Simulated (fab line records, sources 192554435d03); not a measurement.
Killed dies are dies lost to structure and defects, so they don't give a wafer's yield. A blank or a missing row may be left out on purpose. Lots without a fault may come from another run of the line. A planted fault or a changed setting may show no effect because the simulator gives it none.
Problem report in the 8D (eight disciplines) form, filled by code | flow n5_finfet | the parts of the form that need people (team, actions taken, sign-off) are left out

1. THE PROBLEM
rf_fwd_power_W at N5_FIN_SAQP_ETCH_69 reads a mean of 1351 W on 3 wafers of 3 lots; wafers without a fault read 844 W with a standard deviation of 3.3. That is +99 or more standard deviations from the usual mean.
The step: etches SOC in N2/H2, stops on SiNx, target depth 150 nm.
First seen on wafer L641.6, day 4 01:19, on rie_diel-04. The record holds 30 wafers of 10 lots with a number at this step. Rule for "out", or "out of limits": more than 4 standard deviations from the usual mean. The other wafers with a number count as sound.

2. WHAT IT IS AND WHAT IT IS NOT
question                    | is                       | is not
which readings at this step | rf_fwd_power_W, rf_vpp_V | bias_w, drypump_motor_current_A, n2_flow_sccm, oes_product_au, showerhead_plenum_p_Torr, throttle_valve_pct
which lots                  | L641, L643, L644         | L634, L638, L645, L651, L653, L654, L655
which wafers of those lots  | L641.6, L643.1, L644.2   | L641.2, L641.3, L643.2, L643.3, L644.3, L644.4
read on which tools         | rie_diel-04              | rie_diel-02, rie_diel-06
when                        | from day 4 01:19         | up to then (8 sound wafers); but 19 sound wafers of L643, L644, L645, L651, L653, L654, L655 came after

3. SUSPECTS, AND WHAT RULES EACH OUT
Counting: a tool at a process step up to the reading stays a suspect if it ran every lot that is out. Sound lots after the first of them don't rule it out here, since some wafers of a struck lot are sound.
- vapor_etch-02 at N5_FIN_SAQP_RECESS_75 (chemistry HF/NH3, target SiO2, target depth 14.4 nm, afs cycles 3, sublimation time 60 s): kept. It ran every lot that is out, first L641 (day 3 23:18); its last sound lot up to then is L634 (day 2 04:00).
- rie_diel-04 at N5_FIN_SAQP_ETCH_69 (etches SOC in N2/H2, stops on SiNx, target depth 150 nm): kept. It ran every lot that is out, first L641 (day 4 01:19); its last sound lot up to then is L638 (day 3 07:13). Its own readings are out on those wafers: rf_fwd_power_W, rf_vpp_V.
- Within rie_diel-04 at N5_FIN_SAQP_ETCH_69: the wafers that are out ran in chamber 0; their sound lot-mates ran in chambers 1, 2, 3.
Left after counting: vapor_etch-02 at N5_FIN_SAQP_RECESS_75, rie_diel-04 at N5_FIN_SAQP_ETCH_69.

4. THE CAUSE (what the simulator had put in)
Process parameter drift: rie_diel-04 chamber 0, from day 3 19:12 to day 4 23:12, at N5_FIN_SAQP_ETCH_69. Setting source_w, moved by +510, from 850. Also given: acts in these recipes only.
Counting left 2 suspects, and this tool is among them.

5. THE CHAIN OF EFFECTS, in route order
Each row: a reading whose mean over the struck wafers that have a number lies more than 3 standard deviations from the usual. Only readings for which the record gives a usual standard deviation are gone through. hours: the time from each lot's start at the first step in this table that gives one to its start at this step, as a median over the lots. sigmas: the change in usual standard deviations.
hours | step                | reading        | usual   | on struck wafers | change | sigmas
0     | N5_FIN_SAQP_ETCH_69 | rf_fwd_power_W | 844 W   | 1351             | +507   | +99 or more
0     | N5_FIN_SAQP_ETCH_69 | rf_vpp_V       | 241.0 V | 206.1            | -34.9  | -29
The process steps in it:
- N5_FIN_SAQP_ETCH_69: etches SOC in N2/H2, stops on SiNx, target depth 150 nm.

6. WHAT WOULD HAVE CAUGHT IT SOONER
In this record the first reading out of limits was taken at day 4 01:19, 6 hours after the fault began at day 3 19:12.
